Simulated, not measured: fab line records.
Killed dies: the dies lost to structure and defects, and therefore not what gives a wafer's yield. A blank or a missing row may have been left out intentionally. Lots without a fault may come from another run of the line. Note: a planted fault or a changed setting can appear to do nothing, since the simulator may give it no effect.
Split-lot experiment || flow n5-finfet || 39 wafers read across 7 lots, on a route 1938 steps long

== THE SPLIT ==
At N5_DUMMY_GATE_ETCH_42 (etches SiO2 in CHF3/O2, target depth 3.5 nm, time 31 s), the setting bias-w was moved away from the recipe's 12 W on 18 of the 39 wafers read, by -5.1% to +18.8%. For the rest of the wafers, this setting stayed at what the recipe calls for.

Reading taken at the split's own step.

== THE READING ==
rf-vpp-V, in V, at N5_DUMMY_GATE_ETCH_42 (etches SiO2 in CHF3/O2, target depth 3.5 nm, time 31 s). A value of 42.7 V with a standard deviation of 0.86 V is what fault-free wafers of this fab line usually give.

{"wafer": "L074.1", "tool, chamber at the split": "rie-diel-01, 1", "bias-w as run, W": 12, "against the recipe": "recipe", "rf-vpp-V, V": 42.7, "against lot-mates on the recipe": "-"}
{"wafer": "L074.2", "tool, chamber at the split": "rie-diel-01, 3", "bias-w as run, W": 14.26, "against the recipe": "+18.8%", "rf-vpp-V, V": 49.3, "against lot-mates on the recipe": "+6.7"}
{"wafer": "L074.3", "tool, chamber at the split": "rie-diel-01, 0", "bias-w as run, W": 14.26, "against the recipe": "+18.8%", "rf-vpp-V, V": 48.5, "against lot-mates on the recipe": "+5.9"}
{"wafer": "L074.4", "tool, chamber at the split": "rie-diel-01, 2", "bias-w as run, W": 14.26, "against the recipe": "+18.8%", "rf-vpp-V, V": 48.3, "against lot-mates on the recipe": "+5.7"}
{"wafer": "L074.5", "tool, chamber at the split": "rie-diel-01, 2", "bias-w as run, W": 12, "against the recipe": "recipe", "rf-vpp-V, V": 41.0, "against lot-mates on the recipe": "-"}
{"wafer": "L074.6", "tool, chamber at the split": "rie-diel-01, 3", "bias-w as run, W": 12, "against the recipe": "recipe", "rf-vpp-V, V": 44.2, "against lot-mates on the recipe": "-"}
{"wafer": "L078.1", "tool, chamber at the split": "rie-diel-02, 3", "bias-w as run, W": 12, "against the recipe": "recipe", "rf-vpp-V, V": 41.6, "against lot-mates on the recipe": "-"}
{"wafer": "L078.2", "tool, chamber at the split": "rie-diel-02, 1", "bias-w as run, W": 12, "against the recipe": "recipe", "rf-vpp-V, V": 42.7, "against lot-mates on the recipe": "-"}
{"wafer": "L078.3", "tool, chamber at the split": "rie-diel-02, 0", "bias-w as run, W": 12.92, "against the recipe": "+7.7%", "rf-vpp-V, V": 45.6, "against lot-mates on the recipe": "+3.2"}
{"wafer": "L078.4", "tool, chamber at the split": "rie-diel-02, 2", "bias-w as run, W": 12.92, "against the recipe": "+7.7%", "rf-vpp-V, V": 43.1, "against lot-mates on the recipe": "+0.7"}
{"wafer": "L078.5", "tool, chamber at the split": "rie-diel-02, 0", "bias-w as run, W": 12, "against the recipe": "recipe", "rf-vpp-V, V": 42.8, "against lot-mates on the recipe": "-"}
{"wafer": "L078.6", "tool, chamber at the split": "rie-diel-02, 1", "bias-w as run, W": 12.92, "against the recipe": "+7.7%", "rf-vpp-V, V": 44.8, "against lot-mates on the recipe": "+2.4"}
{"wafer": "L080.1", "tool, chamber at the split": "rie-diel-03, 1", "bias-w as run, W": 11.39, "against the recipe": "-5.1%", "rf-vpp-V, V": 39.9, "against lot-mates on the recipe": -3.7}
{"wafer": "L080.2", "tool, chamber at the split": "rie-diel-03, 0", "bias-w as run, W": 11.39, "against the recipe": "-5.1%", "rf-vpp-V, V": 40.7, "against lot-mates on the recipe": -2.9}
{"wafer": "L080.3", "tool, chamber at the split": "rie-diel-03, 3", "bias-w as run, W": 12, "against the recipe": "recipe", "rf-vpp-V, V": 43.8, "against lot-mates on the recipe": "-"}
{"wafer": "L080.4", "tool, chamber at the split": "rie-diel-03, 1", "bias-w as run, W": 12, "against the recipe": "recipe", "rf-vpp-V, V": 43.3, "against lot-mates on the recipe": "-"}
{"wafer": "L080.5", "tool, chamber at the split": "rie-diel-03, 3", "bias-w as run, W": 12, "against the recipe": "recipe", "rf-vpp-V, V": 43.8, "against lot-mates on the recipe": "-"}
{"wafer": "L080.6", "tool, chamber at the split": "rie-diel-03, 0", "bias-w as run, W": 11.39, "against the recipe": "-5.1%", "rf-vpp-V, V": 39.4, "against lot-mates on the recipe": -4.2}
{"wafer": "L082.3", "tool, chamber at the split": "rie-diel-03, 1", "bias-w as run, W": 12, "against the recipe": "recipe", "rf-vpp-V, V": 42.3, "against lot-mates on the recipe": "-"}
{"wafer": "L082.4", "tool, chamber at the split": "rie-diel-03, 0", "bias-w as run, W": 12, "against the recipe": "recipe", "rf-vpp-V, V": 42.9, "against lot-mates on the recipe": "-"}
{"wafer": "L082.6", "tool, chamber at the split": "rie-diel-03, 2", "bias-w as run, W": 12, "against the recipe": "recipe", "rf-vpp-V, V": 42.0, "against lot-mates on the recipe": "-"}
{"wafer": "L091.1", "tool, chamber at the split": "rie-diel-02, 3", "bias-w as run, W": 12, "against the recipe": "recipe", "rf-vpp-V, V": 44.9, "against lot-mates on the recipe": "-"}
{"wafer": "L091.2", "tool, chamber at the split": "rie-diel-02, 2", "bias-w as run, W": 12, "against the recipe": "recipe", "rf-vpp-V, V": 43.6, "against lot-mates on the recipe": "-"}
{"wafer": "L091.3", "tool, chamber at the split": "rie-diel-02, 0", "bias-w as run, W": 13.32, "against the recipe": "+11.0%", "rf-vpp-V, V": 45.5, "against lot-mates on the recipe": "+1.8"}
{"wafer": "L091.4", "tool, chamber at the split": "rie-diel-02, 1", "bias-w as run, W": 13.32, "against the recipe": "+11.0%", "rf-vpp-V, V": 45.0, "against lot-mates on the recipe": "+1.3"}
{"wafer": "L091.5", "tool, chamber at the split": "rie-diel-02, 3", "bias-w as run, W": 12, "against the recipe": "recipe", "rf-vpp-V, V": 42.7, "against lot-mates on the recipe": "-"}
{"wafer": "L091.6", "tool, chamber at the split": "rie-diel-02, 0", "bias-w as run, W": 13.32, "against the recipe": "+11.0%", "rf-vpp-V, V": 45.9, "against lot-mates on the recipe": "+2.2"}
{"wafer": "L093.1", "tool, chamber at the split": "rie-diel-03, 2", "bias-w as run, W": 12, "against the recipe": "recipe", "rf-vpp-V, V": 41.4, "against lot-mates on the recipe": "-"}
{"wafer": "L093.2", "tool, chamber at the split": "rie-diel-03, 0", "bias-w as run, W": 13.74, "against the recipe": "+14.5%", "rf-vpp-V, V": 48.5, "against lot-mates on the recipe": "+6.3"}
{"wafer": "L093.3", "tool, chamber at the split": "rie-diel-03, 1", "bias-w as run, W": 13.74, "against the recipe": "+14.5%", "rf-vpp-V, V": 45.7, "against lot-mates on the recipe": "+3.5"}
{"wafer": "L093.4", "tool, chamber at the split": "rie-diel-03, 3", "bias-w as run, W": 13.74, "against the recipe": "+14.5%", "rf-vpp-V, V": 46.3, "against lot-mates on the recipe": "+4.1"}
{"wafer": "L093.5", "tool, chamber at the split": "rie-diel-03, 1", "bias-w as run, W": 12, "against the recipe": "recipe", "rf-vpp-V, V": 41.6, "against lot-mates on the recipe": "-"}
{"wafer": "L093.6", "tool, chamber at the split": "rie-diel-03, 2", "bias-w as run, W": 12, "against the recipe": "recipe", "rf-vpp-V, V": 43.6, "against lot-mates on the recipe": "-"}
{"wafer": "L094.1", "tool, chamber at the split": "rie-diel-01, 0", "bias-w as run, W": 12, "against the recipe": "recipe", "rf-vpp-V, V": 41.8, "against lot-mates on the recipe": "-"}
{"wafer": "L094.2", "tool, chamber at the split": "rie-diel-01, 3", "bias-w as run, W": 12, "against the recipe": "recipe", "rf-vpp-V, V": 42.9, "against lot-mates on the recipe": "-"}
{"wafer": "L094.3", "tool, chamber at the split": "rie-diel-01, 2", "bias-w as run, W": 12, "against the recipe": "recipe", "rf-vpp-V, V": 43.6, "against lot-mates on the recipe": "-"}
{"wafer": "L094.4", "tool, chamber at the split": "rie-diel-01, 1", "bias-w as run, W": 13.59, "against the recipe": "+13.3%", "rf-vpp-V, V": 47.3, "against lot-mates on the recipe": "+4.5"}
{"wafer": "L094.5", "tool, chamber at the split": "rie-diel-01, 2", "bias-w as run, W": 13.59, "against the recipe": "+13.3%", "rf-vpp-V, V": 47.2, "against lot-mates on the recipe": "+4.4"}
{"wafer": "L094.6", "tool, chamber at the split": "rie-diel-01, 1", "bias-w as run, W": 13.59, "against the recipe": "+13.3%", "rf-vpp-V, V": 47.3, "against lot-mates on the recipe": "+4.5"}

THE FIT
A straight line over all 39 wafers: rf-vpp-V changes by +0.316 V for each +1% of bias-w; r = +0.92; the points scatter about the line by 1 V.
The same after taking each lot's own level away (the mean of its wafers on the recipe; 39 wafers): +0.335 V for each +1%; r = +0.92; scatter 1.1 V.
On that fit, the largest move of bias-w shifts the reading by 6.3 V.
Across the lots, their own levels run from 42.20 to 43.73 V, a range of 1.8 times the standard deviation given above.
So the lot-to-lot level changes the slope little: the two slopes agree.
Check: for one of the wafers moved furthest among these (+18.8%), held out of the fit, the line's prediction against its lot-mates is +5.84 V. It came out at +6.67 V against them.
Tool readings at the split's step, against how far the setting was moved: rf-vpp-V r = +0.92.

== THE OTHER SPLITS THESE WAFERS WENT THROUGH ==
Other splits were also applied to these wafers ahead of the reading. Each is held against what the fit with the lots' levels taken away leaves over:
{"other split on the same wafers": "N5_DUMMY_GATE_ETCH_32 time-s", "wafers away from the commonest value": 9, "r with rf-vpp-V (lot level and that fit taken away)": -0.19}

== FILE'S OWN FIT ==
rf-vpp-V changes by +0.312 V for each +1% of bias-w, r = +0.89.
